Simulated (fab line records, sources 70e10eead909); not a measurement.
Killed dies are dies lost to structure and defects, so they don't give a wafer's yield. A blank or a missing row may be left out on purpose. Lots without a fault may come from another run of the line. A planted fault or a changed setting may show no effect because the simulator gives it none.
Which tool did it? | flow nand_harc | 14 lots, 42 wafers sampled, at 1 step of a route of 1302

WHAT THE GAUGES READ, wafer by wafer
NHARC_P_M1_THK_MEAS_24: measures by xrf.
lot  | measured     | on            | thk_nm (nm)
L164 | day 6 06:25  | film_metro-01 | 158.0 157.5 158.0
L165 | day 6 21:47  | film_metro-02 | 154.7 156.6 154.8
L167 | day 7 13:38  | film_metro-01 | 158.4 154.8 158.4
L166 | day 7 16:10  | film_metro-01 | 157.4 156.6 158.2
L168 | day 8 01:19  | film_metro-01 | 159.0 159.0 156.1
L173 | day 9 21:35  | film_metro-01 | 157.9 158.5 160.1
L175 | day 11 03:34 | film_metro-01 | 155.8 156.9 157.4
L176 | day 11 12:04 | film_metro-01 | 158.7 157.6 158.4
L177 | day 12 11:28 | film_metro-01 | 159.9 158.3 159.0
L179 | day 12 12:19 | film_metro-01 | 158.6 158.0 158.8
L184 | day 14 09:35 | film_metro-01 | 159.5 159.3 159.4
L185 | day 14 21:52 | film_metro-02 | 157.7 157.5 157.4
L186 | day 15 10:39 | film_metro-02 | 159.4 155.2 158.6
L187 | day 16 00:23 | film_metro-02 | 160.0 157.5 157.8

WHICH TOOL RAN EACH LOT (tool, then ch and the chambers of the sampled wafers, then the start)
The record holds no process step before these readings.

WHAT THE TOOLS THEMSELVES READ (means of the sampled wafers that have a number; where no wafer has one, the mark that the record gives instead)
The record holds no such reading with a usual standard deviation.

THE ANSWER, worked out from the rows above alone
Rule: what is usual is taken from the lots themselves. Put in order of their means at a reading, lots are off if they are a third of the lots or fewer, leave a main group of 4 or more, and stand apart from it by a gap of 3 or more times the standard deviation of the main group's means; of several such gaps the widest counts. A main group whose means are all the same, to the digits that the tables above print for the reading, isn't used. A lot without any number at a reading at which 4 lots or more have one is off too. The other lots that the step has rows for count as sound. The gauges are gone through in route order, then the tools' own readings, and for those a lot's mean is taken as printed above. The first step at which some lot is off is used, and at that step the reading that is off furthest; a lot without a number counts as furthest.
No lot is off at any reading shown: from this, nothing can be told.

WHAT THE SIMULATOR HAD PUT IN
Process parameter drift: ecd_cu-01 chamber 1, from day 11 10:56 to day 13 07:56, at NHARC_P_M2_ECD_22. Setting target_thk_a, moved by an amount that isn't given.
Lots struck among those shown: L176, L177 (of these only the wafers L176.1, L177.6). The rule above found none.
